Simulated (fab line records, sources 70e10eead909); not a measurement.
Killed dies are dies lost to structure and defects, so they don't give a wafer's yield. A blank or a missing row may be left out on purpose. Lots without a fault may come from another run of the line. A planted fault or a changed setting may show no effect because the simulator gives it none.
A struck lot beside a sound one | flow nand_harc | 15 steps out of a route of 1302
Sound: wafers L752.3, L752.4, L752.6. Struck: wafers L738.2, L738.3, L738.4. The cause comes at the end.
At each step with rows: each side's tool, then ch and its chambers, then its first start. Under that, the readings that differ: sound wafers | struck wafers | difference of the means | sigmas: that difference in standard deviations of wafers without a fault.
alike: readings whose means differ by less than 2 such deviations, and words and numbers that are the same on both sides. not compared: withheld readings, readings that some wafer has no value for, bounds like >300 that may hide the same value, and numbers for which the record gives no deviation and whose values overlap.
The two part at a step that has a row with sigmas, a row that says differs or no value, or rows on one side only. Numbers that don't overlap but have no deviation are shown without sigmas and don't part them. A reading that every wafer of one side lacks parts them only if that side has two wafers or more.

first, 3 steps without rows for these wafers: NHARC_A_SGD_CUT_EXPOSE_06 (exposes mask SGD); NHARC_A_SGD_CUT_PEB_07 (peb time 65 s); NHARC_A_SGD_CUT_DEVELOP_08 (develop time 35 s).
NHARC_A_SGD_CUT_CD_MEAS_09: target cd 100 nm.
  sound on cd_sem-03 ch 0, day 28 12:56; struck on cd_sem-01 ch 0, day 22 15:10
  alike: cd_nm
NHARC_A_SGD_CUT_OVL_MEAS_10:
  sound on overlay-02, day 28 13:02; struck on overlay-01, day 22 15:16
  alike: overlay_x_nm, overlay_y_nm
NHARC_A_SGD_CUT_INSPECT_11:
  sound on defect_inspect-02, day 28 13:04; struck on defect_inspect-02, day 22 15:17
  reading          | sound    | struck   | difference | sigmas
  raw_defect_count | 12 10 17 | 93 84 68 | +69        | +2
NHARC_A_SGD_CUT_DESCUM_14: chemistry O2, time 3 s.
  sound on rie_diel-10 ch 0,2, day 28 13:08; struck on rie_diel-07 ch 0,2,3, day 22 15:21
  alike: drypump_motor_current_A, oes_product_au, rf_vpp_V, showerhead_plenum_p_Torr, throttle_valve_pct
  not compared: rf_hours_counter_h
NHARC_A_SGD_CUT_ETCH_58: etches the open film in CF4, target depth 39 nm, time 65 s.
  sound on rie_diel-10 ch 1,3, day 28 13:13; struck on rie_diel-07 ch 1,2,3, day 22 15:26
  reading                         | sound          | struck         | difference | sigmas
  showerhead_plenum_p_Torr (Torr) | 1.85 1.65 1.65 | 1.83 1.88 1.85 | +0.14      | +2
  alike: drypump_motor_current_A, oes_product_au, rf_vpp_V, throttle_valve_pct
  not compared: rf_hours_counter_h
NHARC_A_SGD_CUT_ETCH_59: etches the open film in N2/H2, target depth 260 nm, time 406.25 s.
  sound on rie_diel-10 ch 2,3; struck on rie_diel-07 ch 0,1,3
  alike: drypump_motor_current_A, oes_product_au, rf_vpp_V, showerhead_plenum_p_Torr, throttle_valve_pct
  not compared: rf_hours_counter_h
NHARC_A_SGD_CUT_ETCH_15: etches the open film in CH3F/O2, target depth 75 nm, time 64.3 s.
  sound on rie_diel-10 ch 0,1,2; struck on rie_diel-07 ch 1,2,3
  alike: drypump_motor_current_A, oes_product_au, rf_vpp_V, showerhead_plenum_p_Torr, throttle_valve_pct
  not compared: rf_hours_counter_h
NHARC_A_SGD_CUT_ETCH_16: etches the open film in C4F8/O2/Ar, target depth 310.5 nm, time 155.2 s.
  sound on rie_diel-10 ch 0,2; struck on rie_diel-07 ch 0,2,3
  alike: oes_product_au, rf_vpp_V
  not compared: rf_hours_counter_h
then, 1 step without rows for these wafers: NHARC_A_SGD_CUT_STRIP_60 (strips in C4F8/O2/Ar).
NHARC_A_SGD_CUT_STRIP_17: strips in O2.
  sound on rie_diel-10 ch 2,3, day 28 13:54; struck on rie_diel-07 ch 0,1,2, day 22 16:08
  no value came back on the struck wafers for any of 7 readings (bias_w (W), chamber_pressure_mTorr (mTorr) and others); on the sound wafers bias_w (W) reads 0 0 0
  not compared: rf_hours_counter_h
then, 1 step without rows for these wafers: NHARC_A_SGD_CUT_PRECLEAN_18 (cleans in SC1).
-- the record jumps here: 5 days lie between the struck wafers' starts before and after (it left off in module A_SGD_CUT and takes up again in module END, whose first step shown is number 1302 of the route) --
NHARC_END_SORT_01:
  the record has rows for the struck wafers here (prober-01 ch 0, day 27 23:53) and none for the sound ones

WHERE THEY PART
First at NHARC_A_SGD_CUT_INSPECT_11; last, within this record, at NHARC_END_SORT_01.

WHY: what the simulator had put in
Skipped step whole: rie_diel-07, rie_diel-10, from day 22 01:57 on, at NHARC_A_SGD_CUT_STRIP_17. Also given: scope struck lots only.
